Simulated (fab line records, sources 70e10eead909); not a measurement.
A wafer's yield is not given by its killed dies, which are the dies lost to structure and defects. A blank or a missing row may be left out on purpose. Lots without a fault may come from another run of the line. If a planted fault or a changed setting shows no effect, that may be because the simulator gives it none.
fab line records | flow nand_harc | part 2 of 2: steps 28 to 43 of 43
[record] lots = 5 | wafers = 15 | last_day = 31
route steps=1302 shown P_BONDPAD@379 A_START@389 A_ZERO_WELL@390 A_SOURCE_PLATE@413 A_ONON_D1@424
lots that met no fault: taken from a fault-free run of the same line
start_h: hours from the record's first day to the start of the lot's first wafer shown | wait_h: hours since the lot's step before | " unchanged from the row above | L1.1+2: several wafers, shown together as one row | - no value present, or no start provided | * or withheld: withheld | < > ~ a bound
route shown NAME@n: names a module that has steps shown in the file, with the first one's number in the route | usual: mean/standard deviation of fault-free wafers | same: alike in all rows | chamber/n: place in a boat | sites: per-site readings | _std_site: the values' standard deviation | _edge_site: inner sites' mean taken away from outer sites' mean | radius_mm: how far each site lies from the wafer's centre | mask NAME#n: copy n | behind: the most recent tool/chamber to have shaped the wafer | hold: reason for holding the lot/hours on hold/outcome of the hold | device: names the non-switching transistor (n, p or np) | end of line: at the end of the route, the tests of the same wafers | step lacking rows: just its recipe | killed: dies lost to structure and defects at the first sort, not the wafer's yield | map: dies across one wafer; x = killed, . = not, _ = none there
set.NAME: the setting that was run; set.NAME@STEP: the one run at that earlier step | model.NAME: the simulator's own value behind a step, which no gauge read
lots at some steps of the route; a table a step, a row a wafer
services: the hour from which a tool's chamber was out of use, counted from the record's first day as start_h (under 0 if before that day), plus the number of hours and why
[[steps]]
[step NHARC_A_ZERO_WELL_PRECLEAN_22]
[recipe] time_s = 60 | temp_c = 50 | bath_age_min = 0 | chemistry = SC1
[usual] bath_guard_temp_C = 50.1/0.53 | bath_heat_duty_pct = 7.0/0.75
[same] bath_age_min = 0
lot.wafer | tool         | chamber | start_h | wait_h | bath_guard_temp_C | bath_heat_duty_pct
L074.3    | wet_bench-05 | 1       | 140.51  | 0.1    | 49.2              | 7.5
L074.4    | "            | 3       | "       | "      | 50.4              | 7.4
L074.2    | "            | 4       | "       | "      | 49.5              | 8.5
L084.2    | wet_bench-09 | 3       | 236.37  | 0.2    | 51.2              | 6.3
L084.6    | "            | 5       | "       | "      | 49.8              | 6.7
L084.1    | "            | 7       | "       | "      | 50.2              | 7.7
L088.2    | wet_bench-09 | 5       | 283.41  | 0.2    | 50.2              | 6.9
L088.4    | "            | 6       | "       | "      | 50.0              | 7.4
L088.3    | "            | 1       | "       | "      | 50.2              | 7.2
L090.5    | wet_bench-09 | 0       | 302.10  | 0.1    | 49.9              | 7.1
L090.1    | "            | 3       | "       | "      | 51.1              | 6.4
L090.6    | "            | 5       | "       | "      | 49.8              | 5.5
L091.1    | wet_bench-05 | 4       | 317.15  | 0.2    | 49.5              | 7.6
L091.5    | "            | 6       | "       | "      | 50.1              | 6.7
L091.3    | "            | 0       | "       | "      | 49.3              | 6.9
[step NHARC_A_ZERO_WELL_SRD_23]
lot.wafer  | tool         | chamber | start_h | wait_h
L074.3+4+2 | wet_bench-05 | 1,3,4   | -       | -
L084.2+6+1 | wet_bench-09 | 3,5,7   | 236.43  | 0.0
L088.2+4+3 | wet_bench-09 | 5,6,1   | -       | -
L090.5+1+6 | wet_bench-09 | 0,3,5   | -       | -
L091.1+5+3 | wet_bench-05 | 4,6,0   | -       | -
[step NHARC_A_ZERO_WELL_RTA_16]
[recipe] temp_c = 1000 | time_s = 10
[usual] lamp_power_pct = 30.19/0.22 | wafer_temp_C_max = 1005.5/1.7
lot.wafer | tool          | chamber | start_h | wait_h | lamp_power_pct | wafer_temp_C_max
L074.2    | rtp_anneal-02 | 0       | 140.67  | -      | 30.03          | 1007.0
L074.3    | "             | 0       | "       | "      | 30.05          | 1008.0
L074.4    | "             | 0       | "       | "      | 30.08          | 1006.7
L084.1    | rtp_anneal-02 | 0       | 236.53  | 0.1    | 30.05          | 1006.8
L084.2    | "             | 0       | "       | "      | 30.07          | 1006.5
L084.6    | "             | 0       | "       | "      | 30.01          | 1004.3
L088.2    | rtp_anneal-02 | 0       | 283.57  | -      | 30.03          | 1006.8
L088.3    | "             | 0       | "       | "      | 30.02          | 1006.9
L088.4    | "             | 0       | "       | "      | 30.07          | 1007.6
L090.1    | rtp_anneal-01 | 0       | 302.24  | -      | 30.55          | 1003.7
L090.5    | "             | 0       | "       | "      | 30.53          | 1002.9
L090.6    | "             | 0       | "       | "      | 30.56          | 1003.7
L091.1    | rtp_anneal-02 | 0       | 317.35  | -      | 30.05          | 1007.3
L091.3    | "             | 0       | "       | "      | 30.04          | 1005.1
L091.5    | "             | 0       | "       | "      | 30.10          | 1006.6
[step NHARC_A_ZERO_WELL_INSPECT_17]
[usual] raw_defect_count = 10/6.1
lot.wafer | tool              | chamber | start_h | wait_h | raw_defect_count
L074.2    | defect_inspect-02 | -       | 140.85  | 0.1    | 9
L074.3    | "                 | -       | "       | "      | 5
L074.4    | "                 | -       | "       | "      | 20
L084.1    | defect_inspect-01 | -       | 236.73  | 0.2    | 17
L084.2    | "                 | -       | "       | "      | 9
L084.6    | "                 | -       | "       | "      | 8
L088.2    | defect_inspect-01 | -       | 283.74  | 0.1    | 9
L088.3    | "                 | -       | "       | "      | 14
L088.4    | "                 | -       | "       | "      | 27
L090.1    | defect_inspect-02 | -       | 302.43  | 0.2    | 4
L090.5    | "                 | -       | "       | "      | 8
L090.6    | "                 | -       | "       | "      | 9
L091.1    | defect_inspect-02 | -       | 317.54  | 0.2    | 9
L091.3    | "                 | -       | "       | "      | 19
L091.5    | "                 | -       | "       | "      | 7
[step NHARC_A_SOURCE_PLATE_PRECLEAN_00]
[recipe] time_s = 60 | chemistry = HF-LAST
lot.wafer  | tool         | chamber | start_h | wait_h
L074.4+2+3 | wet_bench-02 | 5,7,0   | 140.90  | 0.1
L084.6+2+1 | wet_bench-03 | 2,3,4   | 236.79  | 0.1
L088.4+2+3 | wet_bench-02 | 2,3,5   | 283.80  | 0.1
L090.1+6+5 | wet_bench-02 | 7,1,4   | 302.49  | 0.1
L091.3+5+1 | wet_bench-02 | 1,2,5   | 317.59  | 0.0
[step NHARC_A_SOURCE_PLATE_SRD_01]
lot.wafer  | tool         | chamber | start_h | wait_h
L074.4+2+3 | wet_bench-02 | 5,7,0   | -       | -
L084.6+2+1 | wet_bench-03 | 2,3,4   | -       | -
L088.4+2+3 | wet_bench-02 | 2,3,5   | -       | -
L090.1+6+5 | wet_bench-02 | 7,1,4   | -       | -
L091.3+5+1 | wet_bench-02 | 1,2,5   | -       | -
[step NHARC_A_SOURCE_PLATE_OXIDE_02]
[recipe] target_thk_a = 100 | temp_c = 900 | ox_time_s = 1362 | material = SiO2
lot.wafer  | tool       | chamber | start_h | wait_h
L074.2+3+4 | furnace-06 | 0       | 146.18  | -
L084.1+2+6 | furnace-07 | 0       | 239.49  | -
L088.2+3+4 | furnace-03 | 0       | 286.99  | -
L090.1+5+6 | furnace-06 | 0       | 308.45  | -
L091.1+3+5 | furnace-07 | 0       | 320.30  | -
[step NHARC_A_SOURCE_PLATE_THK_MEAS_09]
[recipe] thk_meas_gauge = ellipsometry
[usual] thk_nm = 9.8/0.98
lot.wafer | tool          | chamber | start_h | wait_h | thk_nm
L074.2    | film_metro-01 | -       | 150.31  | 0.4    | 8.7
L074.3    | "             | -       | "       | "      | 9.9
L074.4    | "             | -       | "       | "      | 9.6
L084.1    | film_metro-02 | -       | 243.55  | 0.4    | 9.6
L084.2    | "             | -       | "       | "      | 9.9
L084.6    | "             | -       | "       | "      | 9.4
L088.2    | film_metro-02 | -       | 291.01  | 0.4    | 9.8
L088.3    | "             | -       | "       | "      | 9.7
L088.4    | "             | -       | "       | "      | 9.7
L090.1    | film_metro-02 | -       | 312.55  | 0.4    | 9.7
L090.5    | "             | -       | "       | "      | 8.2
L090.6    | "             | -       | "       | "      | 9.2
L091.1    | film_metro-01 | -       | 324.37  | 0.4    | 11.4
L091.3    | "             | -       | "       | "      | 9.2
L091.5    | "             | -       | "       | "      | 9.1
[step NHARC_A_SOURCE_PLATE_PVD_04]
[recipe] target_thk_a = 500 | material = WSi2
lot.wafer  | tool           | chamber | start_h | wait_h
L074.2+4+3 | pvd_sputter-01 | -       | 150.37  | 0.1
L084.1+2+6 | pvd_sputter-02 | -       | 243.64  | 0.1
L088.2+3+4 | pvd_sputter-01 | -       | 291.25  | 0.2
L090.1+5+6 | pvd_sputter-02 | -       | 312.66  | 0.1
L091.3+1+5 | pvd_sputter-03 | -       | 324.44  | 0.1
[step NHARC_A_SOURCE_PLATE_CVD_03]
[recipe] target_thk_a = 2000 | temp_c = 620 | pressure_mtorr = 200 | time_s = 4000 | material = poly-Si
lot.wafer  | tool          | chamber | start_h | wait_h
L074.2+3+4 | lpcvd_poly-04 | 0       | 152.80  | -
L084.1+2+6 | lpcvd_poly-01 | 0       | 245.17  | -
L088.2+3+4 | lpcvd_poly-01 | 0       | 293.68  | -
L090.1+5+6 | lpcvd_poly-04 | 0       | 315.03  | -
L091.1+3+5 | lpcvd_poly-01 | 0       | 326.96  | -
[step NHARC_A_SOURCE_PLATE_ANNEAL_05]
[recipe] temp_c = 850 | time_s = 1800
lot.wafer  | tool       | chamber | start_h | wait_h
L074.2+3+4 | furnace-03 | 0       | 161.32  | 5.4
L084.1+2+6 | furnace-03 | 0       | 252.51  | 4.3
L088.2+3+4 | furnace-06 | 0       | 300.08  | 3.3
L090.1+5+6 | furnace-06 | 0       | 322.57  | 4.5
L091.1+3+5 | furnace-03 | 0       | 334.19  | 4.1
[step NHARC_A_SOURCE_PLATE_THK_MEAS_06]
[recipe] thk_meas_gauge = ellipsometry
[usual] thk_nm = 199.8/2.1
lot.wafer | tool          | chamber | start_h | wait_h | thk_nm
L074.2    | film_metro-01 | -       | 165.23  | 0.4    | 197.4
L074.3    | "             | -       | "       | "      | 200.0
L074.4    | "             | -       | "       | "      | 199.5
L084.1    | film_metro-02 | -       | 256.45  | 0.4    | 202.6
L084.2    | "             | -       | "       | "      | 203.9
L084.6    | "             | -       | "       | "      | 203.6
L088.2    | film_metro-02 | -       | 304.04  | 0.4    | 196.5
L088.3    | "             | -       | "       | "      | 198.7
L088.4    | "             | -       | "       | "      | 196.9
L090.1    | film_metro-02 | -       | 326.54  | 0.4    | 201.5
L090.5    | "             | -       | "       | "      | 201.3
L090.6    | "             | -       | "       | "      | 201.4
L091.1    | film_metro-01 | -       | 338.17  | 0.4    | 199.5
L091.3    | "             | -       | "       | "      | 199.6
L091.5    | "             | -       | "       | "      | 201.5
[step NHARC_A_SOURCE_PLATE_INSPECT_08]
[usual] raw_defect_count = 69/37
lot.wafer | tool              | chamber | start_h | wait_h | raw_defect_count
L074.2    | defect_inspect-01 | -       | 165.34  | 0.0    | 105
L074.3    | "                 | -       | "       | "      | 43
L074.4    | "                 | -       | "       | "      | 43
L084.1    | defect_inspect-01 | -       | 256.51  | 0.0    | 87
L084.2    | "                 | -       | "       | "      | 118
L084.6    | "                 | -       | "       | "      | 151
L088.2    | defect_inspect-02 | -       | 304.12  | 0.0    | 61
L088.3    | "                 | -       | "       | "      | 37
L088.4    | "                 | -       | "       | "      | 86
L090.1    | defect_inspect-02 | -       | 326.64  | 0.0    | 60
L090.5    | "                 | -       | "       | "      | 71
L090.6    | "                 | -       | "       | "      | 127
L091.1    | defect_inspect-01 | -       | 338.26  | 0.0    | 80
L091.3    | "                 | -       | "       | "      | 93
L091.5    | "                 | -       | "       | "      | 119
[step NHARC_A_ONON_D1_DEP_00]
[recipe] target_thk_a = 10000 | n2_flow_sccm = 2750 | n2o_flow_sccm = 2000 | nh3_flow_sccm = 500 | sih4_flow_sccm = 210 | temp_c = 400
lot.wafer  | tool          | chamber | start_h | wait_h
L074.2+3+4 | pecvd_onon-01 | 0       | 165.46  | 0.1
L084.1+2+6 | pecvd_onon-04 | 0       | 256.58  | 0.1
L088.2+3+4 | pecvd_onon-04 | 0       | 304.25  | 0.1
L090.1+5+6 | pecvd_onon-04 | 0       | 326.71  | 0.1
L091.1+3+5 | pecvd_onon-03 | 0       | 338.32  | 0.1
[step NHARC_A_ONON_D1_THK_MEAS_02]
[recipe] thk_meas_gauge = ellipsometry
[usual] thk_nm = 1001/10
lot.wafer | tool          | chamber | start_h | wait_h | thk_nm
L074.2    | film_metro-02 | -       | 165.92  | -      | 1009
L074.3    | "             | -       | "       | "      | 1010
L074.4    | "             | -       | "       | "      | 1010
L084.1    | film_metro-02 | -       | 257.09  | -      | 1010
L084.2    | "             | -       | "       | "      | 1011
L084.6    | "             | -       | "       | "      | 1011
L088.2    | film_metro-01 | -       | 304.70  | -      | 1011
L088.3    | "             | -       | "       | "      | 1010
L088.4    | "             | -       | "       | "      | 1010
L090.1    | film_metro-02 | -       | 327.22  | -      | 1017
L090.5    | "             | -       | "       | "      | 1018
L090.6    | "             | -       | "       | "      | 1018
L091.1    | film_metro-02 | -       | 338.83  | -      | 1005
L091.3    | "             | -       | "       | "      | 1005
L091.5    | "             | -       | "       | "      | 1003
[step NHARC_A_ONON_D1_DEP_03]
[recipe] target_thk_a = 10000 | n2_flow_sccm = 2750 | n2o_flow_sccm = 2000 | nh3_flow_sccm = 500 | sih4_flow_sccm = 210 | temp_c = 400
lot.wafer  | tool          | chamber | start_h | wait_h
L074.2+3+4 | pecvd_onon-03 | 0       | 166.03  | 0.1
L084.1+2+6 | pecvd_onon-01 | 0       | 257.15  | 0.1
L088.2+3+4 | pecvd_onon-04 | 0       | 304.81  | 0.1
L090.1+5+6 | pecvd_onon-03 | 0       | 327.27  | 0.1
L091.1+3+5 | pecvd_onon-01 | 0       | 338.89  | 0.1
[[services]]
tool           | chamber | start_h | hours | kind
wet_bench-08   | -       | 118.40  | 8.0   | pm
rie_diel-04    | 0       | 120.72  | 6.6   | repair
litho_track-05 | -       | 124.00  | 7.0   | pm
pecvd_onon-04  | -       | 130.00  | 13.0  | pm
wet_bench-10   | -       | 135.25  | 8.0   | pm
implanter-02   | -       | 135.74  | 1.1   | repair
rie_diel-04    | 1       | 142.39  | 2.6   | repair
rie_diel-04    | 2       | 142.53  | 5.8   | repair
implanter-02   | -       | 146.00  | 13.0  | pm
wet_bench-08   | -       | 164.16  | 0.7   | repair
wet_bench-09   | -       | 176.80  | 8.0   | pm
rie_diel-01    | -       | 203.80  | 9.0   | pm
rie_diel-01    | 3       | 238.94  | 12.9  | repair
wet_bench-02   | -       | 244.00  | 8.0   | pm
rie_diel-01    | 1       | 245.74  | 6.8   | repair
litho_track-07 | -       | 251.00  | 7.0   | pm
wet_bench-05   | -       | 260.83  | 8.0   | pm
rie_diel-01    | 0       | 267.21  | 9.0   | repair
litho_track-03 | -       | 275.00  | 7.0   | pm
wet_bench-08   | -       | 294.40  | 8.0   | pm
litho_track-05 | -       | 299.00  | 7.0   | pm
wet_bench-05   | -       | 306.35  | 4.4   | repair
wet_bench-10   | -       | 311.25  | 8.0   | pm
rie_diel-01    | 0       | 325.72  | 5.3   | repair
